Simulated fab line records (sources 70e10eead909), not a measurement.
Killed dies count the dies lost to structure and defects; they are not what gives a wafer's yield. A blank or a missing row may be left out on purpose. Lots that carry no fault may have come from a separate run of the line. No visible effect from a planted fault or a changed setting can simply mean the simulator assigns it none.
fab line records	flow nand_harc
record lots=13	wafers=35	last_day=23
route steps=1159 shown P_GATE@209 P_CONTACT@217 END@1159
lots untouched by any fault: they come from a run of this same line in which no faults occurred
start_h: hours from the record's first day to the start of the lot's first wafer shown	wait_h: hours from the lot's prior step to this one	" the same as in the row above	L1.1+2: one row covering several wafers at once	- either no value or no given start	* or withheld: withheld	< > ~ a bound
route shown NAME@n: names a module that has steps shown in the file, with the first one's number in the route	usual: mean/standard deviation taken from wafers without a fault	same: alike in all rows	chamber/n: place in a boat	sites: each site's reading	_std_site: their standard deviation	_edge_site: inner sites' mean taken away from outer sites' mean	radius_mm: how far each site lies from the wafer's centre	mask NAME#n: copy n	behind: tool/chamber where the wafer was last shaped	hold: reason for holding the lot/hours on hold/outcome of the hold	device: transistor that didn't switch, given as n, p or np	end of line: the tests these same wafers got at the end of their route	step lacking rows: just its recipe	killed: the dies lost at the first sort to structure and to defects; this is not the yield of the wafer	map: shows each die of a wafer: x if killed, . if not, _ if none is there
set.NAME: the setting that was run; set.NAME@STEP: the one run at that earlier step	model.NAME: the simulator's own value behind a step, which no gauge read
one table for each step of the route and one row for each wafer, over a sample of lots
services: the hour from which a tool's chamber was out of use, counted from the record's first day as start_h (under 0 if before that day), plus the number of hours and why
## steps
# step NHARC_P_GATE_DEGAS_109
# recipe temp_c=300	time_s=60
# usual heater_power_w=476/46	susceptor_temp_C=299.99/0.19
lot.wafer	tool	chamber	start_h	wait_h	heater_power_w	susceptor_temp_C
L250.4	pvd_sputter-02	-	100.22	0.1	532	300.03
L250.2	"	-	"	"	485	299.97
L250.6	"	-	"	"	525	299.82
L251.3	pvd_sputter-01	-	115.28	0.1	450	300.06
L251.1	"	-	"	"	408	299.91
L251.6	"	-	"	"	413	300.14
L252.2	pvd_sputter-02	-	115.62	0.1	506	299.72
L252.1	"	-	"	"	396	300.09
L252.6	"	-	"	"	498	299.77
L253.2	pvd_sputter-01	-	127.94	0.1	428	299.94
L253.4	"	-	"	"	444	299.74
L253.5	"	-	"	"	411	299.98
L255.4	pvd_sputter-03	-	130.06	0.1	532	299.86
L255.1	"	-	"	"	514	299.79
L255.6	"	-	"	"	552	299.67
L254.1	pvd_sputter-01	-	130.65	0.1	408	300.09
L254.5	"	-	"	"	455	299.86
L254.6	"	-	"	"	420	300.32
L256.1	pvd_sputter-03	-	142.73	0.1	493	299.96
L256.4	"	-	"	"	550	300.03
L256.2	"	-	"	"	460	299.88
L257.4	pvd_sputter-02	-	150.69	0.1	496	299.89
L257.2	"	-	"	"	519	300.05
L257.6	"	-	"	"	390	300.19
L258.4	pvd_sputter-03	-	151.87	0.1	509	299.78
L258.6	"	-	"	"	461	300.30
L258.5	"	-	"	"	509	299.94
L259.2	pvd_sputter-02	-	162.12	0.1	532	299.92
L259.5	"	-	"	"	525	300.13
L259.6	"	-	"	"	396	299.68
L262.1	pvd_sputter-01	-	183.39	0.1	398	300.06
L261.6	pvd_sputter-02	-	183.83	0.1	486	299.79
L268.4	pvd_sputter-02	-	213.82	0.1	484	300.11
L268.2	"	-	"	"	525	299.75
L268.6	"	-	"	"	528	300.18
# step NHARC_P_CONTACT_DEP_30
# recipe target_thk_a=300	temp_c=400	target_thk_nm=30	flow_sccm=200	rf_w=450	material=SiNx
# usual heater_power_outer_w=393/61	heater_power_w=688/110	susceptor_temp_C=400.00/0.2
lot.wafer	tool	chamber	start_h	wait_h	heater_power_outer_w	heater_power_w	since_wet_clean_h	susceptor_temp_C
L250.2	pecvd-04	1	101.31	0.1	390	705	74	400.19
L250.6	"	2	"	"	487	911	-	399.69
L250.4	"	0	"	"	279	555	-	399.73
L251.3	pecvd-02	0	116.48	0.1	436	762	131	399.83
L251.1	"	2	"	"	386	597	131	400.16
L251.6	"	1	"	"	501	877	-	400.27
L252.2	pecvd-02	0	116.97	0.2	444	753	131	399.87
L252.1	"	2	"	"	385	581	132	399.88
L252.6	"	2	"	"	376	590	-	399.81
L253.2	pecvd-02	1	128.97	0.1	485	844	143	400.15
L253.5	"	1	"	"	482	865	-	400.21
L253.4	"	2	"	"	333	533	-	399.82
L255.1	pecvd-03	1	131.28	0.1	356	642	7	400.21
L255.6	"	2	"	"	335	599	-	400.15
L255.4	"	0	"	"	445	727	-	400.22
L254.1	pecvd-04	1	131.95	0.1	316	609	105	399.98
L254.6	"	2	"	"	490	914	-	399.85
L254.5	"	0	"	"	301	580	-	399.93
L256.2	pecvd-03	1	143.75	0.1	351	652	20	400.17
L256.1	"	2	"	"	318	584	20	399.83
L256.4	"	2	"	"	314	579	-	399.76
L257.2	pecvd-02	2	151.92	0.1	362	586	166	399.69
L257.4	"	2	"	"	363	574	-	400.21
L257.6	"	0	"	"	402	688	-	399.69
L258.4	pecvd-03	1	153.11	0.2	399	722	-	400.35
L258.5	"	2	"	"	321	559	-	399.77
L258.6	"	0	"	"	434	768	-	399.99
L259.2	pecvd-03	2	163.39	0.1	304	539	39	400.00
L259.6	"	2	"	"	306	550	-	399.81
L259.5	"	1	"	"	444	794	-	399.97
L262.1	pecvd-03	0	184.58	0.1	400	702	61	400.02
L261.6	pecvd-02	2	184.98	0.2	424	642	-	399.84
L268.2	pecvd-03	1	214.91	0.1	439	771	91	400.29
L268.4	"	0	"	"	438	773	-	400.02
L268.6	"	1	"	"	444	795	-	399.88
# step NHARC_P_CONTACT_ETCH_35
# recipe target_depth_a=390	over_etch_frac=0.3	time_s=65	ion_energy_ev=80	cf4_flow_sccm=150	ar_flow_sccm=0	rf_w=300	bias_w=100	chemistry=CF4
# usual chamber_pressure_mTorr=50.00/0.044	drypump_motor_current_A=5.4/0.43	oes_product_au=0.993/0.011	rf_vpp_V=151.7/1.1	showerhead_plenum_p_Torr=1.80/0.053	throttle_valve_pct=13.285/0.0085
lot.wafer	tool	chamber	start_h	wait_h	chamber_pressure_mTorr	drypump_motor_current_A	oes_product_au	rf_hours_counter_h	rf_vpp_V	showerhead_plenum_p_Torr	throttle_valve_pct
L250.2	rie_diel-02	0	102.93	0.1	49.92	5.9	1.012	13	149.9	1.70	13.299
L250.4	"	3	"	"	50.04	5.5	0.988	14	152.7	1.89	13.294
L250.6	"	0	"	"	50.01	5.9	1.009	-	151.7	1.70	13.303
L251.3	rie_diel-06	2	118.31	0.1	50.02	5.5	1.000	18	152.8	1.87	13.276
L251.1	"	3	"	"	50.02	4.8	0.991	16	153.3	1.86	13.286
L251.6	"	2	"	"	50.00	5.5	0.996	-	152.7	1.87	13.282
L252.2	rie_diel-02	0	118.70	0.1	49.99	5.9	1.012	15	151.2	1.70	13.285
L252.1	"	1	"	"	50.01	5.0	1.008	15	153.2	1.82	13.286
L252.6	"	3	"	"	49.99	5.5	0.995	-	152.0	1.89	13.289
L253.4	rie_diel-04	1	130.80	0.1	50.01	5.2	0.991	0	151.5	1.74	13.287
L253.2	"	0	"	"	49.99	6.0	0.984	1	152.0	1.81	13.288
L253.5	"	2	"	"	50.07	4.8	0.993	-	151.5	1.82	13.286
L255.4	rie_diel-04	0	133.02	0.1	50.00	6.0	0.990	1	151.0	1.81	13.295
L255.1	"	1	"	"	49.97	5.2	0.981	1	151.5	1.74	13.277
L255.6	"	2	"	"	50.03	4.8	0.987	-	151.7	1.82	13.272
L254.1	rie_diel-02	0	133.56	0.1	50.03	5.9	1.022	17	151.4	1.70	13.294
L254.5	"	0	"	"	49.97	5.9	1.022	-	148.4	1.70	13.301
L254.6	"	1	"	"	50.05	5.0	1.010	-	152.4	1.82	13.275
L256.1	rie_diel-06	2	145.56	0.1	49.94	5.5	0.986	27	152.8	1.87	13.289
L256.4	"	3	"	"	49.97	4.8	0.982	26	153.3	1.86	13.294
L256.2	"	0	"	"	49.99	5.6	0.980	27	151.5	1.82	13.291
L257.2	rie_diel-04	3	153.57	0.1	49.97	5.3	0.988	3	152.0	1.82	13.281
L257.4	"	0	"	"	49.98	6.0	0.987	3	153.4	1.81	13.281
L257.6	"	2	"	"	50.16	4.9	0.998	-	150.4	1.82	13.288
L258.4	rie_diel-06	2	154.91	0.1	49.99	5.5	0.995	29	153.3	1.87	13.287
L258.6	"	0	"	"	50.03	5.6	1.000	-	152.6	1.82	13.279
L258.5	"	1	"	"	50.01	5.6	1.002	-	150.3	1.74	13.296
L259.2	rie_diel-04	1	165.08	0.1	49.99	5.2	0.980	5	151.5	1.74	13.284
L259.5	"	1	"	"	50.02	5.3	0.987	-	151.2	1.74	13.289
L259.6	"	2	"	"	50.03	4.8	0.978	-	151.1	1.82	13.276
L262.1	rie_diel-04	2	186.40	0.1	49.95	4.8	0.985	5	150.3	1.82	13.287
L261.6	rie_diel-02	2	186.71	0.1	49.96	6.2	0.988	-	152.3	1.81	13.282
L268.4	rie_diel-04	0	216.56	0.1	50.02	6.0	0.997	9	152.1	1.81	13.302
L268.2	"	2	"	"	50.04	4.9	0.999	8	152.9	1.82	13.275
L268.6	"	0	"	"	50.03	6.0	0.990	-	152.0	1.81	13.300
# step NHARC_P_CONTACT_CVD_23
# recipe target_thk_a=2000	temp_c=300	pressure_torr=40	wf6_flow_sccm=40	h2_flow_sccm=1600	ar_flow_sccm=1560	time_s=557	material=W
# usual heater_power_outer_w=259/38	heater_power_w=472/53	susceptor_temp_C=300.02/0.21	throttle_valve_pct=7.95/0.21
lot.wafer	tool	chamber	start_h	wait_h	heater_power_outer_w	heater_power_w	since_wet_clean_h	susceptor_temp_C	throttle_valve_pct
L250.2	cvd_w-01	1	104.96	-	240	455	159	-	8.25
L250.4	"	1	"	"	240	457	-	-	8.12
L250.6	"	0	"	"	295	481	-	-	8.41
L251.1	cvd_w-01	0	127.20	-	290	483	1	299.76	7.80
L251.3	"	1	"	"	222	420	-	300.07	7.76
L251.6	"	1	"	"	221	423	-	299.96	7.94
L252.1	cvd_w-02	1	127.53	-	307	559	100	299.79	8.17
L252.2	"	0	"	"	219	427	100	300.31	7.98
L252.6	"	0	"	"	219	415	-	300.14	7.74
L253.2	cvd_w-02	1	138.21	-	312	561	111	299.93	8.12
L253.4	"	0	"	"	222	428	-	300.45	7.91
L253.5	"	0	"	"	223	419	-	300.16	7.54
L254.1	cvd_w-01	0	142.22	-	286	500	16	299.94	8.17
L254.6	"	0	"	"	289	501	-	300.38	7.71
L254.5	"	1	"	"	220	428	-	300.19	7.98
L255.1	cvd_w-02	0	142.27	-	215	413	115	300.24	7.91
L255.4	"	0	"	"	220	416	-	299.85	7.52
L255.6	"	1	"	"	305	556	-	299.69	8.47
L256.2	cvd_w-01	0	147.51	-	291	502	21	-	8.19
L256.1	"	1	"	"	224	427	21	-	8.10
L256.4	"	0	"	"	287	492	-	-	8.09
L257.2	cvd_w-01	0	156.71	-	287	486	30	300.19	8.01
L257.4	"	1	"	"	224	422	-	300.05	8.28
L257.6	"	1	"	"	228	421	-	299.63	7.79
L258.4	cvd_w-01	1	157.43	-	214	429	-	300.29	7.64
L258.5	"	0	"	"	286	498	-	299.86	7.94
L258.6	"	1	"	"	219	437	-	300.09	7.84
L259.2	cvd_w-01	1	167.14	-	222	418	41	300.19	7.88
L259.6	"	0	"	"	286	501	-	299.94	8.13
L259.5	"	1	"	"	224	430	-	300.08	7.83
L262.1	cvd_w-02	0	188.49	-	213	424	161	299.93	8.04
L261.6	cvd_w-02	0	189.38	-	217	420	-	300.07	7.90
L268.2	cvd_w-01	1	218.50	-	221	413	92	300.46	7.91
L268.4	"	0	"	"	294	508	-	300.01	8.13
L268.6	"	1	"	"	224	424	-	299.81	7.65
# step NHARC_END_SORT_01
# recipe temp_c=25
# usual killed_at_array=25/7.8	killed_at_other=0.6/0.81	killed_at_periphery=3.3/2.2	killed_dies=29/8.2	killed_open=3.5/1.9	killed_short=1.8/1.3
# same gross_dies=677
lot.wafer	tool	chamber	start_h	wait_h	killed_at_array	killed_at_other	killed_at_periphery	killed_dies	killed_open	killed_short
L262.1	prober-02	0	544.01	2.5	24	0	95	119	5	1
L261.6	prober-02	0	561.94	4.0	36	1	94	131	4	1
# killed by level:class
L262.1 P_CONTACT:unspecified=90 A_SLIT:chamber_film_flake=9 A_CHANNEL_HOLE_D1:chamber_film_flake=5 P_CONTACT:geometric_particle:open=2 P_GATE:chamber_film_flake=2 A_ZERO_WELL:chamber_film_flake=2 A_STAIRCASE:chamber_film_flake=2 A_CONTACT:chamber_film_flake=2
L261.6 P_CONTACT:unspecified=92 A_SLIT:chamber_film_flake=16 A_CHANNEL_HOLE_D1:chamber_film_flake=13 A_CHANNEL_FILL_D1:chamber_film_flake=2 P_GATE:geometric_particle:open=1 P_M0:geometric_particle:open=1 A_SGD_CUT:geometric_particle:open=1 A_WL_FILL:geometric_particle:open=1
## services
tool	chamber	start_h	hours	kind
cvd_w-02	-	77.41	0.9	repair
rie_diel-02	0	80.11	1.4	repair
pecvd-03	-	82.59	1.6	repair
pecvd-03	-	101.39	1.3	repair
pvd_sputter-03	-	102.00	10.0	pm
pvd_sputter-01	-	105.46	3.6	repair
pvd_sputter-01	-	110.59	2.9	repair
pecvd-03	-	111.00	13.0	pm
rie_diel-04	-	112.00	9.0	pm
cvd_w-01	-	113.68	13.0	pm
cvd_w-02	-	114.53	0.8	repair
rie_diel-06	1	114.89	7.5	repair
pecvd-04	-	118.46	1.3	repair
pvd_sputter-03	-	131.62	1.7	repair
rie_diel-06	0	134.51	4.2	repair
rie_diel-02	-	150.70	9.0	pm
pecvd-02	-	153.74	13.0	pm
pvd_sputter-01	-	156.06	3.1	repair
rie_diel-06	2	166.59	1.2	repair
rie_diel-04	-	184.48	1.1	repair
pecvd-04	0	187.07	6.4	repair
pvd_sputter-01	-	195.95	5.0	repair
cvd_w-02	-	197.56	13.0	pm
pvd_sputter-02	-	215.79	10.0	pm
## key
first_sign step=NHARC_END_SORT_01	reading=killed_at_periphery	direction=up	sigmas=42	usual=3.3	struck=94.5
effect step=NHARC_END_SORT_01	reading=killed_dies	direction=up	sigmas=12	usual=29	struck=125
more_kills_born_at NHARC_P_CONTACT_CVD_23@cvd_w-02=182
met_at NHARC_P_CONTACT_CVD_23
struck_lots L261,L262
struck_wafers L261.6,L262.1
tester_left_out L261,L262
not_acting_at NHARC_P_GATE_DEGAS_109,NHARC_P_CONTACT_DEP_30,NHARC_P_CONTACT_ETCH_35
fault kind=chamber_particle_source	tool=cvd_w-02	chamber=0	onset_h=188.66	steps=NHARC_P_CONTACT_CVD_23	rate_per_visit_cm2=1.1181	end_h=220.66
# tester_left_out: of these lots the tester's yield and bins aren't shown, on N5 and GAA mostly nor the transistor test; their killed dies are dies lost to structure and defects alone, not to doping, threshold or leakage, so they don't give the yield
